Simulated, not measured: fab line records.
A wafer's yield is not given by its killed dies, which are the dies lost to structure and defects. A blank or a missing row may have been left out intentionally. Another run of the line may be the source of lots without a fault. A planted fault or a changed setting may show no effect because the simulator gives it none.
Split-lot trial    flow n5Finfet    39 wafers read from 7 lots, route of 1938 steps

THE SPLIT
At N5_GATE_CUT_DESCUM_18 (chemistry O2, time 7 s), the setting timeS was moved away from the recipe's 7 s on 18 of the 39 wafers read, by -53.3% to +43.3%. All remaining wafers had this setting at the recipe value.

THE PATH FROM SPLIT TO READING: the file shows 1 step between them
- N5_GATE_CUT_ETCH_28: etches underlayer in N2/H2, target depth 13 nm, time 10.4 s

THE READING
CAR-EUV_of_GATE_CUT_COAT_07.thkNm (the simulator's own value, which no gauge read), in nm, at N5_GATE_CUT_ETCH_36 (etches SiARC in CF4, target depth 13 nm, time 21.7 s). The file gives no usual value for it. The 21 wafers here that ran the recipe average 6.9 nm, standard deviation 0.12 nm.

wafer   tool, chamber at the split  timeS as run, s  against the recipe  CAR-EUV_of_GATE_CUT_COAT_07.thkNm, nm  against lot-mates on the recipe
L076.1  rieDiel-05, 3,2             3.271            -53.3%              8.6                                    +1.6
L076.2  rieDiel-05, 1,2             7                recipe              7                                      -
L076.3  rieDiel-05, 0               7                recipe              7                                      -
L076.4  rieDiel-05, 1,2             7                recipe              7                                      -
L076.5  rieDiel-05, 3,2             3.271            -53.3%              8.8                                    +1.8
L076.6  rieDiel-05, 1               3.271            -53.3%              8.8                                    +1.8
L078.1  rieDiel-03, 1,0,3           7                recipe              6.8                                    -
L078.5  rieDiel-03, 1,0,3           7                recipe              6.8                                    -
L078.6  rieDiel-03, 1,0,3           7                recipe              6.8                                    -
L078.2  rieDiel-03, 3,2,0           9.602            +37.2%              5.6                                    -1.2
L078.3  rieDiel-03, 3,2,0           9.602            +37.2%              5.6                                    -1.2
L078.4  rieDiel-03, 3,2,0           9.602            +37.2%              5.4                                    -1.4
L079.1  rieDiel-04, 1,0             4.163            -40.5%              8.4                                    +1.6
L079.2  rieDiel-04, 1,0             4.163            -40.5%              8.4                                    +1.6
L079.3  rieDiel-04, 2               4.163            -40.5%              8.2                                    +1.4
L079.4  rieDiel-04, 3,2,3           7                recipe              6.8                                    -
L079.5  rieDiel-04, 3,2,3           7                recipe              6.8                                    -
L079.6  rieDiel-04, 3,2,3           7                recipe              6.8                                    -
L081.1  rieDiel-04, 3,1,3           9.239            +32.0%              5.8                                    -1.1
L081.4  rieDiel-04, 3,1,3           9.239            +32.0%              5.8                                    -1.1
L081.6  rieDiel-04, 3,1,3           9.239            +32.0%              5.8                                    -1.1
L081.2  rieDiel-04, 2,0             7                recipe              6.8                                    -
L081.5  rieDiel-04, 2               7                recipe              6.8                                    -
L081.3  rieDiel-04, 2,0             7                recipe              7.2                                    -
L083.1  rieDiel-03, 3,0,1           9.634            +37.6%              5.6                                    -1.3
L083.2  rieDiel-03, 1,2             7                recipe              6.8                                    -
L083.6  rieDiel-03, 0               7                recipe              6.8                                    -
L083.3  rieDiel-03, 3,0,1           9.634            +37.6%              5.4                                    -1.5
L083.5  rieDiel-03, 3,0,1           9.634            +37.6%              5.4                                    -1.5
L083.4  rieDiel-03, 1,2             7                recipe              7                                      -
L087.1  rieDiel-04, 0,1,2           7                recipe              7                                      -
L087.3  rieDiel-04, 0,1,2           7                recipe              7                                      -
L087.2  rieDiel-04, 3,0,1           10.03            +43.3%              5.4                                    -1.5
L087.6  rieDiel-04, 3,0,1           10.03            +43.3%              5.4                                    -1.5
L087.4  rieDiel-04, 0,1,2           7                recipe              6.8                                    -
L087.5  rieDiel-04, 3,0,1           10.03            +43.3%              5.6                                    -1.3
L090.3  rieDiel-05, 1,1,0           7                recipe              7                                      -
L090.5  rieDiel-05, 1,1,0           7                recipe              7                                      -
L090.6  rieDiel-05, 1,1,0           7                recipe              7                                      -
When a row names more than one chamber, that row covers several wafers, and the file does not tell which wafer ran in which chamber.

THE FIT
A straight line over all 39 wafers: CAR-EUV_of_GATE_CUT_COAT_07.thkNm changes by -0.0351 nm for each +1% of timeS; r = -0.99; the points scatter about the line by 0.12 nm.
The same after taking each lot's own level away (the mean of its wafers on the recipe; 39 wafers): -0.0348 nm for each +1%; r = -0.99; scatter 0.11 nm.
The reading moves by 1.9 nm for the largest change in timeS, on that fit.
The span of the lots' own levels, 6.80 to 7.00 nm, comes to 1.7 times the standard deviation stated above.
The two slopes are in agreement: the lot-to-lot level therefore moves the slope only a little.
Check: +1.89 nm against its lot-mates is what the line predicts for one of the wafers moved furthest among these (-53.3%) when that wafer is left out of the fit. Against them it came out at +1.6 nm.

FURTHER SPLITS ON THESE WAFERS
Before the reading, these wafers also passed through other splits. Each is held against what the fit with the lots' levels taken away leaves over:
other split on the same wafers    wafers away from the commonest value  r with CAR-EUV_of_GATE_CUT_COAT_07.thkNm (lot level and that fit taken away)
N5_FIN_SAQP_PECVD_06 timeS        15                                    -0.17
N5_FIN_SAQP_ETCH_65 timeS         15                                    -0.38
N5_SD_EPI_N_ETCH_16 targetDepthA  12                                    -0.01

THE WHOLE CHAIN: every reading that the file lists as answering this split, in the file's order
step                   what it does                                          reading                                                                             change (the file's fit)                 r (the file's)
N5_GATE_CUT_DESCUM_18  chemistry O2, time 7 s                                CAR-EUV_of_GATE_CUT_COAT_07.thkNm (the simulator's own value, which no gauge read)  -0.034 nm for each +1% of the setting   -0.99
N5_GATE_CUT_ETCH_36    etches SiARC in CF4, target depth 13 nm, time 21.7 s  CAR-EUV_of_GATE_CUT_COAT_07.thkNm (the simulator's own value, which no gauge read)  -0.0348 nm for each +1% of the setting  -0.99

FILE'S OWN FIT
CAR-EUV_of_GATE_CUT_COAT_07.thkNm changes by -0.0348 nm for each +1% of timeS, r = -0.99.
